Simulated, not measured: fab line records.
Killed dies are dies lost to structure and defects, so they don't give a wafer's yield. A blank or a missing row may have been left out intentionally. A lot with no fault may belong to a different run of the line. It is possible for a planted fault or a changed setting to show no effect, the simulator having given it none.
A sampling plan put to the test / flow nand-harc / each of the 22 faults these records tell of, on one fab line, judged from the records of the lots it struck
The plan is the line's own looks: the steps of the route at which a gauge or an inspection reads the wafer and doesn't change it. Where struck wafers have a number at a look and the file lists that look's usual mean and standard deviation on fault-free wafers, the look can be judged. Caught: at a look after the fault's first step, the mean of the struck wafers lies 4 or more of those standard deviations (sigma) from the usual mean. On the tool: the identical test, applied to the tool's own readings at the steps of the fault. Also counted as caught: the struck wafers showing another recipe, or a record that is empty for them alone.

== THE FAULTS, as the simulator had put them in ==
1. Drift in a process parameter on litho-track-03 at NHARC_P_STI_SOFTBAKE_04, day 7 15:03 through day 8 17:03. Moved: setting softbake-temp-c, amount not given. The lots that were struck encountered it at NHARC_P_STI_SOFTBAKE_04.
2. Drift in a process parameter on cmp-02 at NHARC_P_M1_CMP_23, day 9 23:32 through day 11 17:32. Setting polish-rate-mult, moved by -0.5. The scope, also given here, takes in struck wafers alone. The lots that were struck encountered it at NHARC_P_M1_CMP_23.
3. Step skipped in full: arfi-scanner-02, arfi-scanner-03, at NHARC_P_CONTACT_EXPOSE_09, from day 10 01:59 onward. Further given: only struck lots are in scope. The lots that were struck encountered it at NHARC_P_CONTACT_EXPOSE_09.
4. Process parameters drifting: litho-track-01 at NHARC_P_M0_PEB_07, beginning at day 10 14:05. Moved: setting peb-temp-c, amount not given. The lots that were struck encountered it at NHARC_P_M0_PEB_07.
5. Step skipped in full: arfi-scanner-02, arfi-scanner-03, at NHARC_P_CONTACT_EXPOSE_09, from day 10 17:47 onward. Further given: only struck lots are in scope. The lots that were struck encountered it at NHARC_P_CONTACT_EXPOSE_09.
6. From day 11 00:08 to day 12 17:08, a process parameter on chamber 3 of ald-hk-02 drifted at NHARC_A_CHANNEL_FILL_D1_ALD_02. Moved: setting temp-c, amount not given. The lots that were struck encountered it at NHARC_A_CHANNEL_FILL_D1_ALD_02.
7. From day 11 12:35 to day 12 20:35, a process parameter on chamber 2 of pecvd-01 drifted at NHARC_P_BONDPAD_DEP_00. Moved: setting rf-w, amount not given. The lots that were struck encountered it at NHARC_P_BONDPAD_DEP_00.
8. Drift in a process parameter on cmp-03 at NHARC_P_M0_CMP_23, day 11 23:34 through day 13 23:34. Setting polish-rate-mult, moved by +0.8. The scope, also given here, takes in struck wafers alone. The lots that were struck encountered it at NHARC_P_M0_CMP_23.
9. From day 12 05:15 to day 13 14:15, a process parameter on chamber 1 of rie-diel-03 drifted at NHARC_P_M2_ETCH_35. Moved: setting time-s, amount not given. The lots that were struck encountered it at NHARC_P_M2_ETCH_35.
10. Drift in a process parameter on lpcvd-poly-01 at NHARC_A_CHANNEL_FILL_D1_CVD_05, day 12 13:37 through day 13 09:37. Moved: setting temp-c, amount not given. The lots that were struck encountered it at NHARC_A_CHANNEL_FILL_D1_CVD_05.
11. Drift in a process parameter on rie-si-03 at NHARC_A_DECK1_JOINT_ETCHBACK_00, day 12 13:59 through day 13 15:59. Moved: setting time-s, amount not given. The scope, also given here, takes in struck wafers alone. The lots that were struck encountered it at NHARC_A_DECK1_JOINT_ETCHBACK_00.
12. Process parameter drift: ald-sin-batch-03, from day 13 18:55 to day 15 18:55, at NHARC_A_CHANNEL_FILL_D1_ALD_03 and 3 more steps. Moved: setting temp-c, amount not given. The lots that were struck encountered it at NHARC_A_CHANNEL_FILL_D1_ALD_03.
13. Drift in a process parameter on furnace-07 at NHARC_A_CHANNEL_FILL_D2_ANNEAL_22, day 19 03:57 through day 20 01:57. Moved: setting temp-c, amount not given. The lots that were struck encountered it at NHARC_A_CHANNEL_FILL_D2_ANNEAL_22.
14. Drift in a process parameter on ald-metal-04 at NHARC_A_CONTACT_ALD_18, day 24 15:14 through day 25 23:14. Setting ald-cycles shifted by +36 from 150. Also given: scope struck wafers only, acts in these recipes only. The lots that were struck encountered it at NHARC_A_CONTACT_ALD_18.
15. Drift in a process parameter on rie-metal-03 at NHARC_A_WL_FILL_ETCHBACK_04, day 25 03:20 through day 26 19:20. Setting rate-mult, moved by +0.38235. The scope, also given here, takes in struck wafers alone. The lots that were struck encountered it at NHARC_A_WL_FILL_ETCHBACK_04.
16. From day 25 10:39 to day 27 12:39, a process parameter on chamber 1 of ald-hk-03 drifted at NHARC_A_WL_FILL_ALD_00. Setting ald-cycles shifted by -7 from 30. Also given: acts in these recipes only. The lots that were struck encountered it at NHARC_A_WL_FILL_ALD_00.
17. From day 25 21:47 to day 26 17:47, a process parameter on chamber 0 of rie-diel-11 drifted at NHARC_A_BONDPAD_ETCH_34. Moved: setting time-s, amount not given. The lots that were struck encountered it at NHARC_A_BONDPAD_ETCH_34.
18. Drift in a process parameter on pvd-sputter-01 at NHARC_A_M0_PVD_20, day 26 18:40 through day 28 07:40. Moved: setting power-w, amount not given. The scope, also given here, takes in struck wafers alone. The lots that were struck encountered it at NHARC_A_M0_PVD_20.
19. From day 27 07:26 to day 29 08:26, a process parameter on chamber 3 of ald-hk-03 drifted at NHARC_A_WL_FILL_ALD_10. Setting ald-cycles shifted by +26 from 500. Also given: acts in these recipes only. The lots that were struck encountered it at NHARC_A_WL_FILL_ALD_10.
20. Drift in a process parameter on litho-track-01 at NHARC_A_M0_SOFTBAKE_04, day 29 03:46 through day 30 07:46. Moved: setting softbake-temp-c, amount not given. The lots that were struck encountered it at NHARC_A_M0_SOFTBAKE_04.
21. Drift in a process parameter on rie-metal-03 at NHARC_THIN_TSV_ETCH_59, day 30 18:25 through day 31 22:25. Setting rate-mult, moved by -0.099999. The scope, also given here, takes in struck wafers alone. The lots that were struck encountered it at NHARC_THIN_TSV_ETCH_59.
22. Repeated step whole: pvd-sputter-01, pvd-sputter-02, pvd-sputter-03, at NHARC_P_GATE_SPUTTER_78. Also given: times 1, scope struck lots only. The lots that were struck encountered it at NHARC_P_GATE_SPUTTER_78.

== WHAT THE PLAN SAW ==
fault=1; on the tool itself=heater-power-total-W -14 sigma; first look that catches it=NHARC_P_STI_CD_MEAS_09; reading, sigma=cd-nm -11; median hours from its first step to that look=0.9; hours from the fault's start to the first struck lot there=6; judged looks passed uncaught=0
fault=2; on the tool itself=only faintly: time-to-endpoint-s +3.6 sigma; first look that catches it=NHARC_P_M1_INSPECT_27; reading, sigma=raw-defect-count +21; median hours from its first step to that look=0.5; hours from the fault's start to the first struck lot there=6; judged looks passed uncaught=0
fault=3; on the tool itself=no reading that can be judged; first look that catches it=no look after it can be judged; reading, sigma=-; median hours from its first step to that look=-; hours from the fault's start to the first struck lot there=-; judged looks passed uncaught=0
fault=4; on the tool itself=plate-temp-C -32 sigma; first look that catches it=no look after it can be judged; reading, sigma=-; median hours from its first step to that look=-; hours from the fault's start to the first struck lot there=-; judged looks passed uncaught=0
fault=5; on the tool itself=no reading that can be judged; first look that catches it=no look after it can be judged; reading, sigma=-; median hours from its first step to that look=-; hours from the fault's start to the first struck lot there=-; judged looks passed uncaught=0
fault=6; on the tool itself=susceptor-temp-C -52 sigma; first look that catches it=no look after it can be judged; reading, sigma=-; median hours from its first step to that look=-; hours from the fault's start to the first struck lot there=-; judged looks passed uncaught=0
fault=7; on the tool itself=rf-fwd-power-W -99 or beyond sigma; first look that catches it=no look after it can be judged; reading, sigma=-; median hours from its first step to that look=-; hours from the fault's start to the first struck lot there=-; judged looks passed uncaught=0
fault=8; on the tool itself=time-to-endpoint-s -5.6 sigma; first look that catches it=NHARC_P_M0_THK_MEAS_24; reading, sigma=thk-nm -6.0; median hours from its first step to that look=0.3; hours from the fault's start to the first struck lot there=10; judged looks passed uncaught=0
fault=9; on the tool itself=run-length-s -33 sigma; first look that catches it=no look after it can be judged; reading, sigma=-; median hours from its first step to that look=-; hours from the fault's start to the first struck lot there=-; judged looks passed uncaught=0
fault=10; on the tool itself=spike-tc-centre-C +18 sigma; first look that catches it=NHARC_END_WLT_00; reading, sigma=VT_DECK1_MIDDLE +22; median hours from its first step to that look=347.4; hours from the fault's start to the first struck lot there=352; judged looks passed uncaught=0
fault=11; on the tool itself=run-length-s -11 sigma; first look that catches it=no look after it can be judged; reading, sigma=-; median hours from its first step to that look=-; hours from the fault's start to the first struck lot there=-; judged looks passed uncaught=0
fault=12; on the tool itself=susceptor-temp-C -99 or beyond sigma; first look that catches it=not the one look that can be judged after it; reading, sigma=-; median hours from its first step to that look=-; hours from the fault's start to the first struck lot there=-; judged looks passed uncaught=1
fault=13; on the tool itself=tube-center-temp-C -99 or beyond sigma; first look that catches it=not the one look that can be judged after it; reading, sigma=strongest: killed-at-other at NHARC_END_SORT_01, +2.0; median hours from its first step to that look=-; hours from the fault's start to the first struck lot there=-; judged looks passed uncaught=1
fault=14; on the tool itself=under 2 sigma; first look that catches it=no look after it can be judged; reading, sigma=-; median hours from its first step to that look=-; hours from the fault's start to the first struck lot there=-; judged looks passed uncaught=0
fault=15; on the tool itself=oes-product-au +37 sigma; first look that catches it=no look after it can be judged; reading, sigma=-; median hours from its first step to that look=-; hours from the fault's start to the first struck lot there=-; judged looks passed uncaught=0
fault=16; on the tool itself=under 2 sigma; first look that catches it=no look after it can be judged; reading, sigma=-; median hours from its first step to that look=-; hours from the fault's start to the first struck lot there=-; judged looks passed uncaught=0
fault=17; on the tool itself=run-length-s -35 sigma; first look that catches it=no look after it can be judged; reading, sigma=-; median hours from its first step to that look=-; hours from the fault's start to the first struck lot there=-; judged looks passed uncaught=0
fault=18; on the tool itself=cathode-dc-power-W -99 or beyond sigma; first look that catches it=not the one look that can be judged after it; reading, sigma=-; median hours from its first step to that look=-; hours from the fault's start to the first struck lot there=-; judged looks passed uncaught=1
fault=19; on the tool itself=under 2 sigma; first look that catches it=no look after it can be judged; reading, sigma=-; median hours from its first step to that look=-; hours from the fault's start to the first struck lot there=-; judged looks passed uncaught=0
fault=20; on the tool itself=heater-power-total-W +38 sigma; first look that catches it=not the one look that can be judged after it; reading, sigma=-; median hours from its first step to that look=-; hours from the fault's start to the first struck lot there=-; judged looks passed uncaught=1
fault=21; on the tool itself=oes-product-au -8.0 sigma; first look that catches it=no look after it can be judged; reading, sigma=-; median hours from its first step to that look=-; hours from the fault's start to the first struck lot there=-; judged looks passed uncaught=0
fault=22; on the tool itself=no reading that can be judged; first look that catches it=not the one look that can be judged after it; reading, sigma=-; median hours from its first step to that look=-; hours from the fault's start to the first struck lot there=-; judged looks passed uncaught=1
Dash: fault not caught, or number not given in these records.

Caught at a look: 4 of 22. Caught on the tool: 15 of 22. By one or the other: 16 of 22.
On the tool alone, faults 4, 6, 7, 9, 11, 12, 13, 15, 17, 18, 20, 21 were caught.
Caught at a look alone: fault 2.
Caught by neither: faults 3, 5, 14, 16, 19, 22.

== THINNER SAMPLING ==
Were the look that catches a fault to measure just every second or every third lot (counted by lot number), the first struck lot would, at worst, be measured this late:
fault=1; struck lots at that look, in order of time=L800, L802; every lot=6 h; every second lot=may miss all 2; every third lot=may miss all 2
fault=2; struck lots at that look, in order of time=L592, L594, L595; every lot=6 h; every second lot=37 h; every third lot=may miss all 3
fault=8; struck lots at that look, in order of time=L146, L147, L149; every lot=10 h; every second lot=27 h; every third lot=may miss all 3
fault=10; struck lots at that look, in order of time=L706, L707; every lot=352 h; every second lot=352 h; every third lot=may miss all 2
The hour figures run from when the fault began to the first measured lot among those it struck. 4 sigma limit: tested on the pooled struck wafers, so a lone lot may be under it. Other struck lots may not be in these records.

== THE LONGEST TIMED WAY FROM STEP TO LOOK ==
Fault 10: the median time between NHARC_A_CHANNEL_FILL_D1_CVD_05 and NHARC_END_WLT_00 is 347.4 hours. No look between them can be judged.
